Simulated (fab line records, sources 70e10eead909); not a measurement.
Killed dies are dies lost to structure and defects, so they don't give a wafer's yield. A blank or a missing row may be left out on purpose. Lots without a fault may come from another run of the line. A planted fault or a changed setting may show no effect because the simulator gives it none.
Problem report in the 8D (eight disciplines) form, filled by code | flow nand_harc | the parts of the form that need people (team, actions taken, sign-off) are left out

1. THE PROBLEM
killed_at_array at NHARC_END_SORT_01 reads a mean of 673 on 1 wafer of 1 lot; wafers without a fault read 27 with a standard deviation of 10. That is +65 standard deviations from the usual mean.
First seen on wafer L491.3, day 24 20:59, on prober-02. The record holds 15 wafers of 7 lots with a number at this step. Rule for "out", or "out of limits": more than 4 standard deviations from the usual mean. The other wafers with a number count as sound.

2. WHAT IT IS AND WHAT IT IS NOT
question                    | is                           | is not
which readings at this step | killed_at_array, killed_dies | killed_at_other, killed_at_periphery, killed_open, killed_short
which lots                  | L491                         | L480, L481, L482, L484, L486, L487
which wafers of those lots  | L491.3                       | L491.4, L491.5
read on which gauges        | prober-02                    | prober-01
when                        | from day 24 20:59            | up to then (12 sound wafers); but 2 sound wafers of L491 came after

3. SUSPECTS, AND WHAT RULES EACH OUT
Counting: a tool at a process step up to the reading stays a suspect if it ran every lot that is out. Sound lots after the first of them don't rule it out here, since some wafers of a struck lot are sound.
- the gauge at NHARC_END_SORT_01: ruled out. All the wafers that are out were read on prober-02, but those of them that NHARC_A_SGD_CUT_ETCH_16 has rows for are out there too, on other tools.
- rie_diel-04 at NHARC_A_SGD_CUT_DESCUM_14 (chemistry O2, time 3 s): kept. It ran the lot that is out, L491 (day 19 04:55); its last sound lot up to then is L486 (day 17 13:39).
- rie_diel-04 at NHARC_A_SGD_CUT_ETCH_16 (etches the open film in C4F8/O2/Ar, target depth 310.5 nm, time 155.2 s): kept. It ran the lot that is out, L491 (day 19 05:29); its last sound lot up to then is L486 (day 17 14:13). Its own readings are out on those wafers: run_length_s.
- Within rie_diel-04 at NHARC_A_SGD_CUT_DESCUM_14: the wafers that are out ran in chamber 2; their sound lot-mates ran in chambers 0, 1.
- Within rie_diel-04 at NHARC_A_SGD_CUT_ETCH_16: the wafers that are out ran in chamber 0; their sound lot-mates ran in chamber 2.
Left after counting: rie_diel-04 at NHARC_A_SGD_CUT_DESCUM_14, rie_diel-04 at NHARC_A_SGD_CUT_ETCH_16.

4. THE CAUSE (what the simulator had put in)
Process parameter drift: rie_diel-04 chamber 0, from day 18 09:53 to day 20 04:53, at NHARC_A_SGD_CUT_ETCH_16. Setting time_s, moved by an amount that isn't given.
Counting left 2 suspects, and this tool is among them.

5. THE CHAIN OF EFFECTS, in route order
Each row: a reading whose mean over the struck wafers that have a number lies more than 3 standard deviations from the usual. Only readings for which the record gives a usual standard deviation are gone through. hours: the time from each lot's start at the first step in this table that gives one to its start at this step, as a median over the lots. sigmas: the change in usual standard deviations.
hours | step                    | reading         | usual    | on struck wafers | change  | sigmas
0     | NHARC_A_SGD_CUT_ETCH_16 | run_length_s    | 176.73 s | 68.02            | -108.71 | -99 or more
136   | NHARC_END_SORT_01       | killed_at_array | 27       | 673              | +646    | +65
136   | NHARC_END_SORT_01       | killed_dies     | 31       | 677              | +646    | +65
The process steps in it:
- NHARC_A_SGD_CUT_ETCH_16: etches the open film in C4F8/O2/Ar, target depth 310.5 nm, time 155.2 s.

6. WHAT WOULD HAVE CAUGHT IT SOONER
In this record the first reading out of limits at a measuring or inspecting step was taken at day 24 20:59, 155 hours after the fault began at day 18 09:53.
The tool's own readings at NHARC_A_SGD_CUT_ETCH_16 were out on every struck wafer that the step has a row for (run_length_s): an alarm limit on them would have fired on the first of those.
All the lots that are out (1) had begun NHARC_A_SGD_CUT_ETCH_16 on rie_diel-04 by day 24 20:59. A hold on the tool at that time would have spared none of them.
